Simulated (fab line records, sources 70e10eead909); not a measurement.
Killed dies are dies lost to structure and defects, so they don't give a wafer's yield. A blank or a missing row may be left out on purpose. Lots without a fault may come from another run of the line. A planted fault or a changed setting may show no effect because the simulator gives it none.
Which tool did it? | flow nand_harc | 6 lots, 18 wafers sampled, at 5 steps of a route of 1159

WHAT THE GAUGES READ, wafer by wafer
NHARC_END_SORT_01.
lot | measured | on | defect_limited_yield (%)

WHICH TOOL RAN EACH LOT (tool, then ch and the chambers of the sampled wafers, then the start)
lot  | NHARC_P_BONDPAD_PVD_27       | NHARC_THIN_TSV_ANNEAL_52         | NHARC_THIN_TSV_ETCH_59            | NHARC_THIN_TSV_STRIP_56
L268 | pvd_sputter-01, day 6 18:22  | rtp_anneal-02 ch 0, day 19 16:53 | rie_metal-01 ch 1, day 19 19:08   | plasma_asher-02 ch 1, day 19 19:47
L272 | pvd_sputter-02, day 7 21:23  | rtp_anneal-02 ch 0, day 20 00:56 | rie_metal-02 ch 0,1, day 20 03:10 | plasma_asher-02 ch 0, day 20 03:49
L274 | pvd_sputter-03, day 8 08:56  | rtp_anneal-02 ch 0, day 20 22:11 | rie_metal-01 ch 0,1, day 21 00:19 | plasma_asher-02 ch 0,1, day 21 00:41
L279 | pvd_sputter-02, day 9 17:32  | rtp_anneal-01 ch 0, day 21 13:10 | rie_metal-03 ch 0, day 21 15:24   | plasma_asher-01 ch 0,1, day 21 15:46
L284 | pvd_sputter-02, day 11 01:20 | rtp_anneal-01 ch 0, day 23 01:47 | rie_metal-03 ch 0, day 23 04:01   | plasma_asher-01 ch 0,1, day 23 04:26
L289 | pvd_sputter-03, day 12 02:07 | rtp_anneal-01 ch 0, day 23 21:23 | rie_metal-03 ch 0,1, day 23 23:29 | plasma_asher-02 ch 0,1, day 23 23:51
- NHARC_P_BONDPAD_PVD_27: deposits Cu, target thk 30 nm, time 20.49 s.
- NHARC_THIN_TSV_ANNEAL_52: time 90 s.
- NHARC_THIN_TSV_ETCH_59: etches the open film in Cl2/BCl3, target depth 880 nm, time 138.1 s.
- NHARC_THIN_TSV_STRIP_56: strips in O2.

THE ANSWER, worked out from the rows above alone
Rule: what is usual is taken from the lots themselves. Put in order of their means at a reading, lots are off if they are a third of the lots or fewer, leave a main group of 4 or more, and stand apart from it by a gap of 3 or more times the standard deviation of the main group's means; of several such gaps the widest counts. A main group whose means are all the same, to the digits that the tables above print for the reading, isn't used. A lot without any number at a reading at which 4 lots or more have one is off too. The other lots that the step has rows for count as sound.
No lot is off at any reading shown: from this, nothing can be told.

WHAT THE SIMULATOR HAD PUT IN
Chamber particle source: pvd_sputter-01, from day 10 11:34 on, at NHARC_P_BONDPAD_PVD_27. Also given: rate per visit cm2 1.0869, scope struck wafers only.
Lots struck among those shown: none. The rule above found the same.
